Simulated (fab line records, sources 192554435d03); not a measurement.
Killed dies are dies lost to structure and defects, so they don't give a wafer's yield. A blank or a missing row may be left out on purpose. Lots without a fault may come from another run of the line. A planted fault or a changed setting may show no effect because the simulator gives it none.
fab line records | flow n5_finfet
record lots=7 wafers=21 last_day=19
route steps=1938 shown BEOL_M8@1386 PASSIVATION@1936
lots that met no fault: from a run of the same line without faults
start_h: hours from the record's first day to the start of the lot's first wafer shown | wait_h: hours since the lot's step before | " the same as in the row above | L1.1+2: a row that stands for several wafers | - no value, or no start given | * or withheld: withheld | < > ~ a bound
route shown NAME@n: a module of which the file shows steps, and the number in the route of the first | usual: mean/standard deviation of fault-free wafers | same: alike in all rows | chamber/n: place in a boat | sites: the reading at each site | _std_site: their standard deviation | _edge_site: outer sites' mean less inner sites' | radius_mm: how far each site lies from the wafer's centre | mask NAME#n: copy n | behind: the tool/chamber that last shaped the wafer | hold: why the lot was held/for how many hours/how that ended | device: the transistor (n, p or np) that didn't switch | end of line: the same wafers' tests at the end of the route | a step without rows: its recipe alone | killed: dies lost to structure and defects at the first sort, not the wafer's yield | map: a wafer's dies, x killed, . not, _ none there
set.NAME: the setting as run; set.NAME@STEP: as run at that earlier step | model.NAME: the simulator's own value behind a step, which no gauge read
lots at some steps of the route; a table a step, a row a wafer
services: from which hour (start_h, from the record's first day; less than 0 if before it) a tool's chamber was out of use, for how many hours, and why
## steps
# step N5_BEOL_M8_CURE_75
# recipe temp_c=370 time_s=120 ambient=DMADMS/He material=SiCOH_lowk
# usual lamp_power_pct=52.31/0.049 wafer_temp_C_max=371.9/0.54
# columns lot.wafer tool chamber start_h wait_h lamp_power_pct wafer_temp_C_max
L375.1 uv_cure-01 2 213.15 0.0 52.30 373.4
L375.4 " 2 " " 52.28 372.7
L375.6 " 2 " " 52.24 372.6
L378.4 uv_cure-02 2 247.99 0.2 52.35 371.6
L378.5 " 2 " " 52.31 371.6
L378.6 " 2 " " 52.28 371.2
L379.1 uv_cure-03 1 266.29 0.0 52.30 371.3
L379.3 " 1 " " 52.27 372.3
L379.5 " 1 " " 52.28 372.9
L382.1 uv_cure-03 0 270.86 0.0 52.25 371.1
L382.2 " 0 " " 52.33 371.3
L382.3 " 0 " " 52.33 371.5
L388.1 uv_cure-02 1 317.01 0.0 52.26 372.4
L388.3 " 1 " " 52.23 372.5
L388.4 " 1 " " 52.28 372.0
L387.3 uv_cure-02 0 321.07 0.1 52.31 371.2
L387.4 " 0 " " 52.39 371.5
L387.5 " 0 " " 52.34 371.7
L397.2 uv_cure-03 1 381.46 0.1 52.37 372.3
L397.3 " 1 " " 52.34 371.8
L397.4 " 1 " " 52.35 372.0
# step N5_BEOL_M8_DEGAS_44
# recipe ambient=vacuum temp_c=250 time_s=60
# step N5_BEOL_M8_PRE_CLEAN_45
# recipe gas=H2/He time_s=30 temp_c=250
# usual heater_power_w=338/44
# columns lot.wafer tool chamber start_h wait_h heater_power_w
L375.1 pvd_sputter-03 - 213.93 0.0 383
L375.4 " - " " 337
L375.6 " - " " 295
L378.4 pvd_sputter-01 - 248.25 0.0 353
L378.5 " - " " 361
L378.6 " - " " 347
L379.1 pvd_sputter-02 - 266.71 0.0 334
L379.3 " - " " 328
L379.5 " - " " 322
L382.1 pvd_sputter-03 - 271.55 0.0 379
L382.2 " - " " 340
L382.3 " - " " 307
L388.1 pvd_sputter-02 - 317.43 0.0 421
L388.3 " - " " 326
L388.4 " - " " 340
L387.3 pvd_sputter-02 - 322.76 0.0 340
L387.4 " - " " 315
L387.5 " - " " 322
L397.2 pvd_sputter-03 - 381.93 0.0 302
L397.3 " - " " 292
L397.4 " - " " 345
# step N5_BEOL_M8_ALD_77
# recipe material=TaN target_thk_a=20 temp_c=275 ald_precursor_family=PDMAT ald_co_reactant=NH3 pressure_torr=3 carrier_flow_sccm=1500 pulse_time_s=2 purge_time_s=3 co_reactant_purge_time_s=2 co_reactant_pulse_time_s=3 ald_cycles=40 precursor_vessel_temp_c=75 precursor_vessel_pressure_torr=26.25 precursor_vessel_carrier_sccm=1000
# usual heater_power_w=402/27
# same purge_time_s=3
# columns lot.wafer tool chamber start_h wait_h heater_power_w
L375.1 ald_metal-03 1 214.01 0.1 428
L375.4 " 2 " " 373
L375.6 " 0 " " 388
L378.4 ald_metal-02 1 248.33 0.1 424
L378.5 " 0 " " 398
L378.6 " 1 " " 406
L379.1 ald_metal-02 1 266.77 0.0 415
L379.3 " 0 " " 411
L379.5 " 0 " " 409
L382.1 ald_metal-04 0 271.61 0.0 409
L382.2 " 1 " " 376
L382.3 " 3 " " 442
L388.1 ald_metal-03 1 317.49 0.0 418
L388.3 " 2 " " 378
L388.4 " 0 " " 396
L387.3 ald_metal-03 2 322.82 0.0 373
L387.4 " 3 " " 428
L387.5 " 2 " " 382
L397.2 ald_metal-04 2 381.99 0.0 427
L397.3 " 3 " " 436
L397.4 " 1 " " 326
# step N5_BEOL_M8_SURFACE_TREAT_79
# recipe gas=Ar time_s=* ion_energy_ev=* ion_current_ma_cm2=0.5 pressure_mtorr=* ar_flow_sccm=30
# usual throttle_valve_pct=*
# columns lot.wafer tool chamber start_h wait_h throttle_valve_pct
L375.1 pvd_sputter-03 - 214.61 0.5 *
L375.4 " - " " *
L375.6 " - " " *
L378.4 pvd_sputter-03 - 248.61 0.2 *
L378.5 " - " " *
L378.6 " - " " *
L379.1 pvd_sputter-01 - 267.11 0.2 *
L379.3 " - " " *
L379.5 " - " " *
L382.1 pvd_sputter-01 - 272.14 0.4 *
L382.2 " - " " *
L382.3 " - " " *
L388.1 pvd_sputter-01 - 317.90 0.3 *
L388.3 " - " " *
L388.4 " - " " *
L387.3 pvd_sputter-02 - 323.12 0.2 *
L387.4 " - " " *
L387.5 " - " " *
L397.2 pvd_sputter-03 - 382.33 0.2 *
L397.3 " - " " *
L397.4 " - " " *
# step N5_BEOL_M8_CVD_78
# recipe material=Co target_thk_a=20 temp_c=withheld precursor=CCTBA/H2 pressure_torr=30 time_s=142.3
# step N5_BEOL_M8_SPUTTER_48
# recipe material=Cu target_thk_a=100 temp_c=-20 bias_v=60 power_w=26000 chamber_pressure_pa=0.13 time_s=1.667
# usual throttle_valve_pct=30.7/0.99
# columns lot.wafer tool chamber start_h wait_h throttle_valve_pct
L375.1 pvd_sputter-03 - 214.83 0.1 28.9
L375.4 " - " " 30.7
L375.6 " - " " 30.3
L378.4 pvd_sputter-02 - 249.34 0.3 30.1
L378.5 " - " " 32.2
L378.6 " - " " 30.0
L379.1 pvd_sputter-01 - 267.31 0.1 32.4
L379.3 " - " " 30.9
L379.5 " - " " 32.4
L382.1 pvd_sputter-01 - 272.62 0.1 32.1
L382.2 " - " " 30.6
L382.3 " - " " 30.6
L388.1 pvd_sputter-03 - 318.32 0.1 30.4
L388.3 " - " " 31.3
L388.4 " - " " 30.9
L387.3 pvd_sputter-01 - 323.38 0.2 29.6
L387.4 " - " " 30.5
L387.5 " - " " 29.7
L397.2 pvd_sputter-01 - 382.70 0.2 29.9
L397.3 " - " " 32.2
L397.4 " - " " 30.5
# step N5_BEOL_M8_ECD_50
# recipe material=Cu target_thk_a=3000
# step N5_BEOL_M8_ANNEAL_51
# recipe temp_c=225 time_s=90 ambient=N2
# step N5_BEOL_M8_CMP_52
# recipe stop_on=SiCOH_lowk t_overpolish_s=6.9 down_force_psi=1 platen_rpm=50 clearing_platen_down_force_psi=1.5 clearing_platen_rpm=50 post_cmp_clean=cu_alkaline target_thk_nm=80 clearing_platen_pad_velocity_m_s=0.99484 pad_velocity_m_s=0.99484
# step N5_BEOL_M8_THK_MEAS_53
# recipe thk_meas_gauge=xrf reads=Cu_of_BEOL_M8_ECD_50
# usual M8_THK=79.6/2.1
# columns lot.wafer tool chamber start_h wait_h M8_THK[nm]
L375.1 film_metro-01 - 217.71 - 79.3
L375.4 " - " " 83.5
L375.6 " - " " 79.6
L378.4 film_metro-01 - 251.67 - 78.8
L378.5 " - " " 80.6
L378.6 " - " " 79.1
L379.1 film_metro-02 - 269.07 - 77.8
L379.3 " - " " 79.0
L379.5 " - " " 78.6
L382.1 film_metro-01 - 273.74 - 80.8
L382.2 " - " " 78.6
L382.3 " - " " 77.2
L388.1 film_metro-01 - 319.13 - 78.5
L388.3 " - " " 79.3
L388.4 " - " " 78.3
L387.3 film_metro-01 - 324.58 - 76.3
L387.4 " - " " 79.8
L387.5 " - " " 79.7
L397.2 film_metro-02 - 383.50 - 81.2
L397.3 " - " " 78.1
L397.4 " - " " 78.7
# step N5_BEOL_M8_PRE_CLEAN_55
# recipe gas=NH3 time_s=15 temp_c=withheld rf_power_w=300
# step N5_BEOL_M8_DEP_56
# recipe material=SiCN target_thk_a=100 temp_c=withheld precursor=3MS/NH3 pressure_torr=3 rf_w=202 time_s=17.5
# usual rf_fwd_power_W=199.5/0.98 showerhead_plenum_p_Torr=3.666/0.012 throttle_valve_pct=9.1/0.56
# columns lot.wafer tool chamber start_h wait_h rf_fwd_power_W showerhead_plenum_p_Torr throttle_valve_pct
L375.1 pecvd-03 0 217.79 0.0 202.1 3.679 10.1
L375.4 " 1 " " 198.7 3.679 9.3
L375.6 " 1 " " 199.0 3.669 8.8
L378.4 pecvd-04 1 251.75 0.0 199.0 3.684 9.4
L378.5 " 2 " " 199.9 3.666 9.0
L378.6 " 0 " " 198.3 3.657 9.1
L379.1 pecvd-04 0 269.13 0.0 197.5 3.650 9.0
L379.3 " 2 " " 199.1 3.681 9.1
L379.5 " 2 " " 199.3 3.662 9.0
L382.1 pecvd-02 1 273.80 0.0 200.0 3.668 8.6
L382.2 " 2 " " 199.5 3.649 8.3
L382.3 " 0 " " 200.5 3.659 9.8
L382.1 pecvd-02 1 274.00 0.2 201.0 3.665 8.6
L382.2 " 2 " " 199.7 3.644 8.3
L382.3 " 0 " " 200.3 3.653 10.0
L388.1 pecvd-04 1 319.20 0.0 198.3 3.682 9.4
L388.3 " 2 " " 200.0 3.668 9.4
L388.4 " 2 " " 200.3 3.669 9.1
L388.1 pecvd-04 1 319.40 0.2 197.5 3.680 9.8
L388.3 " 2 " " 199.1 3.673 9.1
L388.4 " 2 " " 198.8 3.673 9.2
L387.3 pecvd-02 2 324.64 0.0 201.1 3.644 8.3
L387.4 " 1 " " 199.9 3.655 8.9
L387.5 " 0 " " 199.9 3.664 9.7
L387.3 pecvd-02 2 324.84 0.2 200.6 3.647 8.4
L387.4 " 1 " " 200.3 3.674 8.8
L387.5 " 0 " " 200.2 3.645 9.8
L397.2 pecvd-03 2 383.56 0.0 200.7 3.654 8.1
L397.3 " 1 " " 199.4 3.678 9.0
L397.4 " 0 " " 200.3 3.667 10.3
# step N5_BEOL_M8_RS_MEAS_57
# recipe thk_meas_gauge=four-point-probe reads=Cu_of_BEOL_M8_ECD_50+Co_of_BEOL_M8_CVD_78+TaN_of_BEOL_M8_ALD_77
# usual M8_RS=0.285/0.008
# columns lot.wafer tool chamber start_h wait_h M8_RS[ohm/sq]
L375.1 film_metro-02 - 217.87 0.1 0.284
L375.4 " - " " 0.265
L375.6 " - " " 0.283
L378.4 film_metro-01 - 251.80 0.0 0.289
L378.5 " - " " 0.281
L378.6 " - " " 0.286
L379.1 film_metro-02 - 269.20 0.1 0.292
L379.3 " - " " 0.285
L379.5 " - " " 0.290
L382.1 film_metro-01 - 274.09 0.1 0.277
L382.2 " - " " 0.287
L382.3 " - " " 0.292
L388.1 film_metro-01 - 319.47 0.1 0.287
L388.3 " - " " 0.286
L388.4 " - " " 0.290
L387.3 film_metro-02 - 324.92 0.1 0.297
L387.4 " - " " 0.281
L387.5 " - " " 0.283
L397.2 film_metro-01 - 383.63 0.1 0.278
L397.3 " - " " 0.291
L397.4 " - " " 0.288
# step N5_PASSIVATION_PROBE_49
# usual defect_limited_yield=91.1/1.4 killed_at_M0_to_M3=36/11 killed_at_M4_up=14/5.2 killed_at_contacts=12/6.1 killed_at_front_end=40/12 killed_at_other=3.2/2.5 killed_dies=105/16 killed_open=68/12 killed_short=35/8.7 sort_bin_5_function=5.2/0.89 sort_bin_6_memory=3.3/0.66 sort_bin_8_speed=0.01/0.085 sort_n_pass=1074/16 sort_yield_pct=91.1/1.4
# same gross_dies=1180 killed_at_back_side=0 sort_bin_4_leakage[%]=0
# columns lot.wafer tool chamber start_h wait_h defect_limited_yield[%] killed_at_M0_to_M3 killed_at_M4_up killed_at_contacts killed_at_front_end killed_at_other killed_dies killed_open killed_short sort_bin_5_function[%] sort_bin_6_memory[%] sort_bin_8_speed[%] sort_n_pass sort_yield_pct[%]
L375.1 prober-02 - 307.91 0.0 92.2 36 25 7 19 5 92 57 32 4.5 3.2 0 1088 92.2
L375.4 prober-02 - 308.06 0.2 94.1 26 15 9 17 3 70 47 21 3.9 1.9 0 1110 94.1
L375.6 prober-02 - 308.16 0.3 91.9 41 20 9 24 2 96 59 36 4.2 3.4 0 1084 91.9
L379.1 prober-01 - 332.86 0.0 90.8 58 7 13 27 3 108 70 38 5.8 3.1 0 1072 90.8
L379.3 prober-01 - 332.96 0.1 91.1 36 18 12 36 3 105 63 41 5.0 3.7 0 1075 91.1
L379.5 prober-01 - 333.06 0.2 91.3 49 13 8 27 6 103 64 38 5.7 2.8 0 1077 91.3
L382.1 prober-02 - 338.19 0.0 92.4 27 18 11 30 4 90 57 29 4.3 3.2 0 1090 92.4
L382.2 prober-02 - 338.24 0.1 90.7 52 22 5 29 2 110 73 32 5.8 3.1 0 1070 90.7
L382.3 prober-02 - 338.29 0.1 93.2 29 13 3 30 5 80 54 25 4.5 2.2 0 1100 93.2
L388.1 prober-01 - 384.40 0.0 90.1 41 9 9 55 3 117 79 37 5.8 3.8 0 1063 90.1
L388.3 prober-01 - 384.50 0.1 91.5 28 9 16 44 3 100 73 27 5.2 3.1 0 1080 91.5
L388.4 prober-01 - 384.55 0.2 90.9 42 8 13 41 3 107 65 39 5.3 3.0 0 1073 90.9
L387.3 prober-01 - 388.24 0.1 91.8 46 12 3 30 6 97 62 34 5.7 2.1 0 1083 91.8
L387.4 prober-01 - 388.29 0.2 88.3 61 17 12 45 3 138 86 52 7.1 4.2 0 1042 88.3
L387.5 prober-01 - 388.34 0.2 88.1 50 28 11 46 5 140 97 40 7.0 4.3 0 1040 88.1
L397.2 prober-01 - 459.17 0.1 89.7 36 11 10 64 1 122 59 59 6.4 3.7 0 1058 89.7
L397.3 prober-01 - 459.22 0.1 89.5 40 16 5 61 2 124 88 33 6.0 4.1 0 1056 89.5
L397.4 prober-01 - 459.27 0.2 92.4 16 15 19 40 0 90 52 36 4.3 2.9 0 1090 92.4
# killed by level:class
L375.1 BEOL_M4:geometric_particle:open=11 BEOL_M3:geometric_particle:open=7 BEOL_M0_SAQP:geometric_particle:open=6 BEOL_M2:geometric_particle:open=6 BEOL_M4:geometric_particle:short=6 MOL_CONTACT_COAG:geometric_particle:open=5 BEOL_M0_SAQP:geometric_particle:short=5 BEOL_M2:geometric_particle:short=5
L375.4 MOL_CONTACT_COAG:geometric_particle:open=8 BEOL_M4:geometric_particle:open=7 BEOL_M0_SAQP:geometric_particle:short=6 BEOL_M3:geometric_particle:open=6 BEOL_M0_SAQP:geometric_particle:open=5 DUMMY_GATE:geometric_particle:open=4 FIN_SAQP:geometric_particle:short=3 STI_FIN_REVEAL:geometric_particle:open=3
L375.6 BEOL_M0_SAQP:geometric_particle:open=10 BEOL_M4:geometric_particle:open=8 FIN_SAQP:geometric_particle:short=6 MOL_CONTACT_COAG:geometric_particle:open=6 BEOL_M2:geometric_particle:open=6 BEOL_M3:geometric_particle:open=5 BEOL_M2:geometric_particle:short=5 DUMMY_GATE:geometric_particle:open=4
L379.1 BEOL_M0_SAQP:geometric_particle:short=15 BEOL_M0_SAQP:geometric_particle:open=14 BEOL_M2:geometric_particle:open=14 MOL_CONTACT_COAG:geometric_particle:open=10 BEOL_M2:geometric_particle:short=7 BEOL_M1:geometric_particle:open=6 FIN_SAQP:geometric_particle:short=4 STI_FIN_REVEAL:geometric_particle:open=4
L379.3 FIN_SAQP:geometric_particle:short=12 MOL_CONTACT_COAG:geometric_particle:open=10 BEOL_M0_SAQP:geometric_particle:short=8 BEOL_M2:geometric_particle:open=8 BEOL_M4:geometric_particle:open=7 BEOL_M0_SAQP:geometric_particle:open=6 BEOL_M3:geometric_particle:open=6 FIN_SAQP:geometric_particle:open=4
L379.5 BEOL_M0_SAQP:geometric_particle:open=15 BEOL_M0_SAQP:geometric_particle:short=14 FIN_SAQP:geometric_particle:open=9 MOL_CONTACT_COAG:geometric_particle:open=8 BEOL_M2:geometric_particle:open=6 BEOL_M1:geometric_particle:open=5 BEOL_M3:geometric_particle:open=4 BEOL_M4:geometric_particle:open=4
L382.1 BEOL_M4:geometric_particle:open=10 MOL_CONTACT_COAG:geometric_particle:open=9 DUMMY_GATE:geometric_particle:open=5 BEOL_M0_SAQP:geometric_particle:short=5 BEOL_M0_SAQP:geometric_particle:open=4 BEOL_M1:geometric_particle:open=4 BEOL_M2:geometric_particle:open=4 BEOL_M3:geometric_particle:open=4
L382.2 BEOL_M2:geometric_particle:open=20 BEOL_M3:geometric_particle:open=18 FIN_SAQP:geometric_particle:open=9 BEOL_M4:geometric_particle:open=7 FIN_SAQP:geometric_particle:short=5 GATE_CUT:geometric_particle:short=5 BEOL_M8:coat_microbubble_printed=4 MOL_CONTACT_COAG:geometric_particle:open=4
L382.3 BEOL_M0_SAQP:geometric_particle:open=13 STI_FIN_REVEAL:geometric_particle:open=7 BEOL_M0_SAQP:geometric_particle:short=6 BEOL_M2:geometric_particle:open=6 BEOL_M4:geometric_particle:open=5 FIN_SAQP:geometric_particle:short=4 DUMMY_GATE:geometric_particle:open=4 FIN_SAQP:geometric_particle:open=3
L388.1 FIN_SAQP:geometric_particle:open=13 FIN_SAQP:geometric_particle:short=13 BEOL_M1:geometric_particle:open=11 MOL_CONTACT_COAG:geometric_particle:open=8 BEOL_M3:geometric_particle:open=8 BEOL_M0_SAQP:geometric_particle:short=7 STI_FIN_REVEAL:geometric_particle:open=6 BEOL_M2:geometric_particle:open=6
L388.3 FIN_SAQP:geometric_particle:open=15 FIN_SAQP:geometric_particle:short=14 MOL_CONTACT_COAG:geometric_particle:open=14 BEOL_M2:geometric_particle:open=10 BEOL_M1:geometric_particle:open=9 STI_FIN_REVEAL:geometric_particle:open=7 ILD0:geometric_particle:short=5 BEOL_M3:geometric_particle:open=4
L388.4 BEOL_M0_SAQP:geometric_particle:open=13 FIN_SAQP:geometric_particle:short=11 BEOL_M0_SAQP:geometric_particle:short=11 BEOL_M2:geometric_particle:open=10 FIN_SAQP:geometric_particle:open=8 MOL_CONTACT_COAG:geometric_particle:open=8 STI_FIN_REVEAL:geometric_particle:open=6 BEOL_M1:geometric_particle:open=4
L387.3 BEOL_M0_SAQP:geometric_particle:short=11 BEOL_M2:geometric_particle:open=10 DUMMY_GATE:geometric_particle:open=6 BEOL_M3:geometric_particle:open=6 BEOL_M1:geometric_particle:open=6 FIN_SAQP:geometric_particle:open=4 GATE_CUT:geometric_particle:open=4 BEOL_M4:geometric_particle:open=4
L387.4 BEOL_M0_SAQP:geometric_particle:short=14 FIN_SAQP:geometric_particle:short=12 BEOL_M3:geometric_particle:open=12 BEOL_M2:geometric_particle:open=12 MOL_CONTACT_COAG:geometric_particle:open=11 BEOL_M4:geometric_particle:open=9 GATE_CUT:geometric_particle:short=7 BEOL_M0_SAQP:geometric_particle:open=7
L387.5 BEOL_M1:geometric_particle:open=16 BEOL_M4:geometric_particle:open=15 MOL_CONTACT_COAG:geometric_particle:open=10 BEOL_M2:geometric_particle:open=9 FIN_SAQP:geometric_particle:short=8 BEOL_M0_SAQP:geometric_particle:open=8 BEOL_M3:geometric_particle:open=7 DUMMY_GATE:geometric_particle:open=6
L397.2 GATE_CUT:geometric_particle:short=16 FIN_SAQP:geometric_particle:open=15 FIN_SAQP:geometric_particle:short=9 BEOL_M3:geometric_particle:short=9 BEOL_M0_SAQP:geometric_particle:short=8 BEOL_M1:geometric_particle:open=8 GATE_CUT:geometric_particle:open=7 MOL_CONTACT_COAG:geometric_particle:open=6
L397.3 FIN_SAQP:geometric_particle:open=19 STI_FIN_REVEAL:geometric_particle:open=14 BEOL_M1:geometric_particle:open=12 FIN_SAQP:geometric_particle:short=10 BEOL_M4:geometric_particle:open=10 BEOL_M3:geometric_particle:open=8 BEOL_M3:geometric_particle:short=5 DUMMY_GATE:geometric_particle:open=4
L397.4 STI_FIN_REVEAL:geometric_particle:open=11 MOL_CONTACT_COAG:geometric_particle:open=11 FIN_SAQP:geometric_particle:short=9 MOL_CONTACT_COAG:geometric_particle:short=8 FIN_SAQP:geometric_particle:open=6 STARTING-WAFER:geometric_particle:short=5 BEOL_M4:geometric_particle:open=4 BEOL_M0_SAQP:geometric_particle:open=3
## services
# columns tool chamber start_h hours kind
pecvd-04 1 192.15 2.1 scheduled_down
pecvd-02 2 194.93 2.1 scheduled_down
pecvd-03 2 202.38 - clean
pecvd-03 2 202.38 - consumable_replace:showerhead
pecvd-03 2 202.38 29.0 scheduled_down
uv_cure-03 - 224.02 0.2 repair
uv_cure-01 - 224.39 3.7 repair
ald_metal-03 1 233.92 3.8 repair
pecvd-02 - 250.45 0.5 repair
uv_cure-03 - 254.35 7.5 pm
pvd_sputter-03 - 256.81 10.5 repair
ald_metal-02 3 260.21 36.9 repair
ald_metal-03 1 267.26 1.5 repair
uv_cure-02 - 274.02 7.5 pm
ald_metal-04 - 277.25 0.8 repair
pecvd-04 - 289.15 1.3 repair
pecvd-04 - 292.24 0.7 repair
uv_cure-01 - 298.48 0.3 repair
pecvd-02 0 315.02 2.1 scheduled_down
pecvd-02 - 318.23 2.8 pm
ald_metal-02 3 335.93 17.4 repair
ald_metal-04 - 337.25 14.0 pm
ald_metal-03 - 343.44 8.7 pm
pecvd-04 0 364.62 5.5 scheduled_down
## key
first_sign step=N5_BEOL_M8_DEP_56 reading=visit direction=added
effect none on later readings
met_at N5_BEOL_M8_DEP_56
struck_wafers L382.1,L382.2,L382.3,L387.3,L387.4,L387.5,L388.1,L388.3,L388.4
fault kind=repeated_step_whole tool=pecvd-02,pecvd-03,pecvd-04 chamber=- onset_h=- steps=N5_BEOL_M8_DEP_56 times=1 scope=struck_lots_only
